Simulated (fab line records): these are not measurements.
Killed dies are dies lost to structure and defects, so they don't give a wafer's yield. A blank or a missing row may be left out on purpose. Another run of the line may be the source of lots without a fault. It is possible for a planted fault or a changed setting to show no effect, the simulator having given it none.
fab line records	flow n5_finfet
record lots=5	wafers=15	last_day=17
route steps=1938 shown BEOL_M7@1297
lots that met no fault: taken from a fault-free run of the same line
start_h: the number of hours between the record's first day and the start of the first shown wafer of the lot	wait_h: time in hours since the lot's previous step	" same as the row above	L1.1+2: a single row standing in for several wafers	- no value, or no start given	* or withheld: withheld	< > ~ a bound
route shown NAME@n: a module of which the file shows steps, and the number in the route of the first	usual: mean/standard deviation taken from wafers without a fault	same: alike in all rows	chamber/n: place in a boat	sites: readings site by site	_std_site: the standard deviation of these	_edge_site: mean of outer sites minus mean of inner sites	radius_mm: for every site, how far away it sits from the centre of the wafer	mask NAME#n: copy n	behind: the last tool/chamber to shape the wafer	hold: why the lot was held/for how many hours/how that ended	device: the transistor (n, p or np) that didn't switch	end of line: at the end of the route, the tests of the same wafers	for a step that has no rows: nothing shown but its recipe	killed: at the first sort, the dies lost to defects and structure; wafer yield is something else	map: a wafer's dies, marking killed ones x, the rest . and places with no die _
set.NAME: the run value of the setting; set.NAME@STEP: its run value at that earlier step	model.NAME: the simulator's own value behind a step, which no gauge read
lots at selected steps of the route; one table per step, one row per wafer
services: from which hour (start_h, from the record's first day; less than 0 if before it) a tool's chamber was out of use, for how many hours, and why
## steps
# step N5_BEOL_M7_OVL_MEAS_29
# recipe points_per_wafer=522
# usual V6_OVL=0.1/0.64
lot.wafer	tool	chamber	start_h	wait_h	V6_OVL[nm]
L268.2	overlay-02	0	215.57	0.0	-0.6
L268.3	"	0	"	"	-0.7
L268.4	"	0	"	"	-0.5
L269.1	overlay-01	0	222.89	0.0	-0.5
L269.3	"	0	"	"	-0.4
L269.5	"	0	"	"	0.0
L277.2	overlay-01	0	284.88	0.0	0.2
L277.3	"	0	"	"	0.6
L277.6	"	0	"	"	-0.5
L284.3	overlay-01	0	318.35	0.0	0.1
L284.5	"	0	"	"	0.5
L284.6	"	0	"	"	0.4
L287.3	overlay-02	0	331.89	0.0	1.5
L287.4	"	0	"	"	0.2
L287.5	"	0	"	"	-0.2
# step N5_BEOL_M7_INSPECT_30
# recipe mode=adi	inspect_instrument=brightfield
# usual raw_defect_count=400/95
lot.wafer	tool	chamber	start_h	wait_h	raw_defect_count
L268.2	defect_inspect-01	-	215.62	0.0	418
L268.3	"	-	"	"	442
L268.4	"	-	"	"	491
L269.1	defect_inspect-01	-	222.95	0.1	462
L269.3	"	-	"	"	481
L269.5	"	-	"	"	367
L277.2	defect_inspect-01	-	284.93	0.0	359
L277.3	"	-	"	"	279
L277.6	"	-	"	"	328
L284.3	defect_inspect-02	-	318.40	0.0	402
L284.5	"	-	"	"	386
L284.6	"	-	"	"	236
L287.3	defect_inspect-01	-	331.95	0.1	332
L287.4	"	-	"	"	277
L287.5	"	-	"	"	348
# step N5_BEOL_M7_DESCUM_33
# recipe chemistry=O2	time_s=7	source_power_w=50	bias_power_w=20	pressure_mtorr=20	rf_frequency_hz=2.712e+07	temp_c=40	resist=CAR-EUV	o2_flow_sccm=225
# step N5_BEOL_M7_ETCH_72
# recipe chemistry=N2/H2	target=underlayer	target_depth_a=65	mask_material=CAR-EUV	time_s=5.2	ion_energy_ev=200	pressure_mtorr=30	source_w=840	bias_w=150	n2_flow_sccm=200	h2_flow_sccm=200	ends=cleared
# step N5_BEOL_M7_ETCH_65
# recipe chemistry=CF4	target=SiARC	target_depth_a=156	mask_material=CAR-EUV	time_s=26	ion_energy_ev=80	pressure_mtorr=40	source_w=545	bias_w=36	Ar_flow_sccm=100	cf4_flow_sccm=100	ends=cleared
# step N5_BEOL_M7_ETCH_66
# recipe chemistry=N2/H2	target=SOC	target_depth_a=800	overetch_a=160	mask_material=SiARC	temp_c=40	time_s=120	ion_energy_ev=200	pressure_mtorr=30	source_w=840	bias_w=150	n2_flow_sccm=200	h2_flow_sccm=200
# usual bias_w=150.0/0.43	drypump_motor_current_A=5.8/0.5	oes_product_au=0.60/0.052	rf_vpp_V=523.8/1.9	showerhead_plenum_p_Torr=2.53/0.053	throttle_valve_pct=17.76/0.27
lot.wafer	tool	chamber	start_h	wait_h	bias_w	drypump_motor_current_A	oes_product_au	rf_hours_counter_h	rf_vpp_V	showerhead_plenum_p_Torr	throttle_valve_pct
L268.2	rie_diel-05	3	215.73	0.0	149.7	6.4	0.61	96	522.5	2.48	18.16
L268.3	"	2	"	"	149.8	5.9	0.61	110	523.8	2.54	17.44
L268.4	"	0	"	"	150.6	5.8	0.54	232	523.5	2.50	17.93
L269.1	rie_diel-02	0	223.67	0.0	150.1	5.4	0.66	61	522.4	2.50	17.46
L269.3	"	1	"	"	149.8	5.7	0.60	104	521.8	2.45	17.80
L269.5	"	3	"	"	150.7	5.4	0.56	-	524.8	2.56	18.25
L277.2	rie_diel-02	1	285.05	0.0	149.9	5.7	0.59	120	521.5	2.44	17.83
L277.3	"	3	"	"	150.6	5.4	0.56	192	524.8	2.55	18.26
L277.6	"	2	"	"	150.6	6.5	0.54	-	523.6	2.51	17.89
L284.3	rie_diel-03	3	318.51	0.0	149.9	6.7	0.59	132	524.0	2.55	17.73
L284.5	"	3	"	"	150.0	6.6	0.58	-	524.8	2.55	17.74
L284.6	"	2	"	"	150.2	5.7	0.71	-	527.0	2.59	17.43
L287.3	rie_diel-05	3	332.06	0.0	150.3	6.4	0.59	131	521.6	2.46	18.22
L287.4	"	0	"	"	150.4	5.8	0.70	12	524.6	2.49	17.54
L287.5	"	1	"	"	149.4	5.7	0.54	-	525.8	2.60	17.64
# step N5_BEOL_M7_STRIP_69
# recipe chemistry=N2/H2	temp_c=40	n2_flow_sccm=200	h2_flow_sccm=200	rf_frequency_hz=6e+07
# step N5_BEOL_M7_STRIP_73
# recipe chemistry=N2/H2	temp_c=40	n2_flow_sccm=200	h2_flow_sccm=200	rf_frequency_hz=6e+07
# step N5_BEOL_M7_VIA_ETCH_34
# recipe chemistry=C4F6/O2	target=SiCOH_lowk	target_depth_a=1255	mask_material=SOC	taper_deg=4	time_s=50.5	ion_energy_ev=250	pressure_mtorr=30	source_w=345	bias_w=185	Ar_flow_sccm=300	C4F6_flow_sccm=10	O2_flow_sccm=10
# usual bias_w=185.1/0.54	drypump_motor_current_A=5.8/0.49	oes_product_au=0.79/0.073	rf_vpp_V=668/15	showerhead_plenum_p_Torr=2.83/0.055	throttle_valve_pct=20.78/0.23
lot.wafer	tool	chamber	start_h	wait_h	bias_w	drypump_motor_current_A	oes_product_au	rf_hours_counter_h	rf_vpp_V	showerhead_plenum_p_Torr	throttle_valve_pct
L268.2	rie_diel-05	3	215.83	0.0	184.9	6.4	0.81	96	669	2.79	21.21
L268.3	"	2	"	"	184.9	5.9	0.81	110	645	2.85	20.61
L268.4	"	0	"	"	185.6	5.9	0.71	232	680	2.81	20.90
L269.1	rie_diel-02	0	223.78	0.0	184.6	5.4	0.89	61	689	2.79	20.45
L269.3	"	1	"	"	185.5	5.7	0.79	104	669	2.76	20.82
L269.5	"	3	"	"	185.2	5.4	0.74	-	687	2.79	20.88
L277.2	rie_diel-02	1	285.15	0.0	184.3	5.7	0.77	120	668	2.75	20.84
L277.3	"	3	"	"	184.4	5.4	0.73	192	688	2.79	20.90
L277.6	"	2	"	"	184.2	6.4	0.69	-	668	2.83	21.07
L284.3	rie_diel-03	3	318.61	0.0	185.5	6.7	0.77	132	658	2.82	20.57
L284.5	"	3	"	"	185.0	6.7	0.78	-	657	2.82	20.59
L284.6	"	2	"	"	185.9	5.7	0.92	-	660	2.90	20.55
L287.3	rie_diel-05	3	332.16	0.0	184.5	6.4	0.78	131	666	2.77	21.26
L287.4	"	0	"	"	185.5	5.8	0.92	12	680	2.79	20.57
L287.5	"	1	"	"	185.0	5.7	0.69	-	649	2.90	20.67
# step N5_BEOL_M7_STRIP_76
# recipe chemistry=C4F6/O2	resist=SiARC	rf_frequency_hz=6e+07
# step N5_BEOL_M7_STRIP_36
# recipe chemistry=N2/H2	power_w=450	temp_c=40	pressure_mtorr=20	rf_frequency_hz=6e+07	overash_fraction=0.3	bias_power_w=7	h2_frac=0.5	n2_flow_sccm=200	h2_flow_sccm=200
# usual drypump_motor_current_A=5.8/0.49	oes_product_au=0.79/0.071	rf_vpp_V=59.2/1.6	showerhead_plenum_p_Torr=2.53/0.053	throttle_valve_pct=23.6/0.36
lot.wafer	tool	chamber	start_h	wait_h	drypump_motor_current_A	oes_product_au	rf_hours_counter_h	rf_vpp_V	showerhead_plenum_p_Torr	throttle_valve_pct
L268.2	rie_diel-05	3	215.89	0.0	6.4	0.83	96	60.7	2.47	24.1
L268.3	"	2	"	"	5.9	0.81	110	56.0	2.54	23.1
L268.4	"	0	"	"	5.8	0.72	232	59.2	2.50	23.8
L269.1	rie_diel-02	0	223.83	0.0	5.4	0.86	61	60.3	2.50	23.4
L269.3	"	1	"	"	5.7	0.79	104	58.2	2.45	23.8
L269.5	"	3	"	"	5.4	0.75	-	59.1	2.56	24.2
L277.2	rie_diel-02	1	285.20	0.0	5.7	0.77	120	58.9	2.44	23.8
L277.3	"	3	"	"	5.4	0.73	192	59.8	2.55	24.2
L277.6	"	2	"	"	6.4	0.69	-	56.1	2.51	23.6
L284.3	rie_diel-03	3	318.67	0.0	6.6	0.75	132	60.6	2.55	23.6
L284.5	"	3	"	"	6.6	0.78	-	62.0	2.55	23.7
L284.6	"	2	"	"	5.7	0.92	-	61.9	2.59	23.2
L287.3	rie_diel-05	3	332.21	0.0	6.4	0.78	131	56.7	2.46	24.2
L287.4	"	0	"	"	5.8	0.95	12	59.1	2.49	23.4
L287.5	"	1	"	"	5.6	0.70	-	61.9	2.59	23.3
# step N5_BEOL_M7_TRENCH_ETCH_37
# recipe chemistry=C4F6/O2	target_depth_a=934.78	target=SiCOH_lowk	time_s=31.2	ion_energy_ev=250	pressure_mtorr=30	source_w=345	bias_w=185	Ar_flow_sccm=300	C4F6_flow_sccm=10	O2_flow_sccm=10
# usual bias_w=185.0/0.52	drypump_motor_current_A=5.8/0.49	oes_product_au=0.79/0.072	rf_vpp_V=668/15	showerhead_plenum_p_Torr=2.83/0.055	throttle_valve_pct=20.81/0.23
lot.wafer	tool	chamber	start_h	wait_h	bias_w	drypump_motor_current_A	oes_product_au	rf_hours_counter_h	rf_vpp_V	showerhead_plenum_p_Torr	throttle_valve_pct
L268.2	rie_diel-05	3	-	-	185.3	6.4	0.81	96	668	2.79	21.25
L268.3	"	2	"	"	184.3	5.9	0.81	110	646	2.85	20.64
L268.4	"	0	"	"	184.5	5.8	0.71	232	680	2.81	20.94
L269.1	rie_diel-02	0	-	-	184.7	5.4	0.88	61	689	2.79	20.50
L269.3	"	1	"	"	185.6	5.7	0.80	104	668	2.76	20.83
L269.5	"	3	"	"	185.4	5.4	0.74	-	687	2.79	20.92
L277.2	rie_diel-02	1	-	-	184.3	5.7	0.78	120	668	2.75	20.86
L277.3	"	3	"	"	184.9	5.4	0.73	192	687	2.79	20.95
L277.6	"	2	"	"	184.6	6.5	0.68	-	667	2.83	21.09
L284.3	rie_diel-03	3	-	-	185.8	6.6	0.76	132	655	2.82	20.61
L284.5	"	3	"	"	184.6	6.6	0.77	-	656	2.82	20.60
L284.6	"	2	"	"	185.0	5.8	0.91	-	661	2.90	20.58
L287.3	rie_diel-05	3	-	-	184.7	6.4	0.77	131	664	2.77	21.29
L287.4	"	0	"	"	184.3	5.8	0.93	12	680	2.79	20.60
L287.5	"	1	"	"	184.3	5.7	0.69	-	650	2.90	20.70
# step N5_BEOL_M7_ETCH_41
# recipe chemistry=CH3F/O2	target=SiCN	target_depth_a=319	taper_deg=2	time_s=57.8	ion_energy_ev=120	mask_material=TiN	pressure_mtorr=30	source_w=395	bias_w=75	Ar_flow_sccm=150	CH3F_flow_sccm=30	O2_flow_sccm=20
# usual bias_w=74.96/0.22	drypump_motor_current_A=5.8/0.49	oes_product_au=0.79/0.072	rf_vpp_V=297.2/1.4	showerhead_plenum_p_Torr=1.99/0.041	throttle_valve_pct=16.22/0.21
lot.wafer	tool	chamber	start_h	wait_h	bias_w	drypump_motor_current_A	oes_product_au	rf_hours_counter_h	rf_vpp_V	showerhead_plenum_p_Torr	throttle_valve_pct	model.etch.depth_nm
L268.2	rie_diel-05	3	215.96	-	74.89	6.4	0.80	96	294.8	1.95	16.53	21.92
L268.3	"	2	"	"	74.90	5.9	0.80	110	297.0	2.01	16.09	22.12
L268.4	"	0	"	"	74.90	5.8	0.70	232	297.4	1.97	16.39	21.39
L269.1	rie_diel-02	0	223.90	-	74.74	5.4	0.88	61	297.3	1.96	15.86	22.82
L269.3	"	1	"	"	74.78	5.7	0.79	104	294.9	1.94	16.22	22.05
L269.5	"	3	"	"	74.87	5.4	0.75	-	298.3	1.97	16.43	22.03
L277.2	rie_diel-02	1	285.27	-	75.16	5.7	0.77	120	294.4	1.93	16.23	21.42
L277.3	"	3	"	"	94.89	5.4	0.77	192	344.2	1.96	16.46	23.97
L277.6	"	2	"	"	74.91	6.4	0.68	-	295.5	1.99	16.55	21.06
L284.3	rie_diel-03	3	318.74	-	75.30	6.6	0.78	132	298.0	1.99	16.07	22.11
L284.5	"	3	"	"	74.98	6.7	0.76	-	296.6	1.99	16.08	21.96
L284.6	"	2	"	"	74.69	5.7	0.91	-	299.5	2.05	15.98	21.85
L287.3	rie_diel-05	3	332.28	-	74.60	6.4	0.77	131	296.2	1.94	16.59	22.11
L287.4	"	0	"	"	75.07	5.8	0.93	12	295.8	1.96	15.96	22.21
L287.5	"	1	"	"	74.82	5.7	0.69	-	298.5	2.04	16.19	21.42
# step N5_BEOL_M7_STRIP_80
# recipe chemistry=N2/H2	time_s=10	power_w=450	temp_c=40	pressure_mtorr=20	rf_frequency_hz=6e+07	bias_power_w=7	n2_flow_sccm=200	h2_flow_sccm=200
# usual drypump_motor_current_A=5.8/0.49	oes_product_au=0.79/0.07	rf_vpp_V=59.2/0.99	showerhead_plenum_p_Torr=2.53/0.053	throttle_valve_pct=23.6/0.36
lot.wafer	tool	chamber	start_h	wait_h	drypump_motor_current_A	oes_product_au	rf_hours_counter_h	rf_vpp_V	showerhead_plenum_p_Torr	throttle_valve_pct
L268.2	rie_diel-05	3	-	-	6.4	0.81	96	58.5	2.47	24.2
L268.3	"	2	"	"	5.9	0.80	110	60.4	2.54	23.1
L268.4	"	0	"	"	5.8	0.71	232	59.1	2.50	23.8
L269.1	rie_diel-02	0	-	-	5.4	0.86	61	58.7	2.50	23.4
L269.3	"	1	"	"	5.7	0.79	104	58.2	2.45	23.8
L269.5	"	3	"	"	5.4	0.75	-	59.4	2.55	24.2
L277.2	rie_diel-02	1	-	-	5.7	0.77	120	59.5	2.44	23.8
L277.3	"	3	"	"	5.4	0.72	192	59.4	2.55	24.2
L277.6	"	2	"	"	6.5	0.70	-	59.0	2.51	23.5
L284.3	rie_diel-03	3	-	-	6.6	0.78	132	58.7	2.55	23.7
L284.5	"	3	"	"	6.7	0.78	-	58.1	2.55	23.7
L284.6	"	2	"	"	5.8	0.93	-	60.2	2.59	23.2
L287.3	rie_diel-05	3	-	-	6.4	0.78	131	58.8	2.46	24.2
L287.4	"	0	"	"	5.8	0.93	12	58.7	2.49	23.4
L287.5	"	1	"	"	5.6	0.69	-	60.5	2.59	23.3
## services
tool	chamber	start_h	hours	kind
rie_diel-02	-	249.58	2.8	pm
rie_diel-03	2	261.75	-	clean
rie_diel-03	2	261.75	-	consumable_replace:focus_ring
rie_diel-03	2	261.75	24.2	scheduled_down
rie_diel-03	2	261.75	24.2	vent_cycle
rie_diel-05	0	269.66	-	clean
rie_diel-05	0	269.66	-	consumable_replace:focus_ring
rie_diel-05	0	269.66	24.8	scheduled_down
rie_diel-05	0	269.66	24.8	vent_cycle
## key
first_sign step=N5_BEOL_M7_ETCH_41	reading=bias_w	direction=up	sigmas=91	usual=*	struck=*
effect step=N5_BEOL_M7_ETCH_41	reading=rf_vpp_V	direction=up	sigmas=34	usual=297.2	struck=344.2
model_effect step=N5_BEOL_M7_ETCH_41	value=etch.depth_nm	without=21.99	struck=23.97
met_at N5_BEOL_M7_ETCH_41
struck_wafers L277.3
onset_between 223.90 285.27
fault kind=process_parameter_drift	tool=rie_diel-02	chamber=3	onset_h=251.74	steps=N5_BEOL_M7_ETCH_41	channel=bias_w	offset=*	shape=step	end_h=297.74	acts_in=*	stated=*
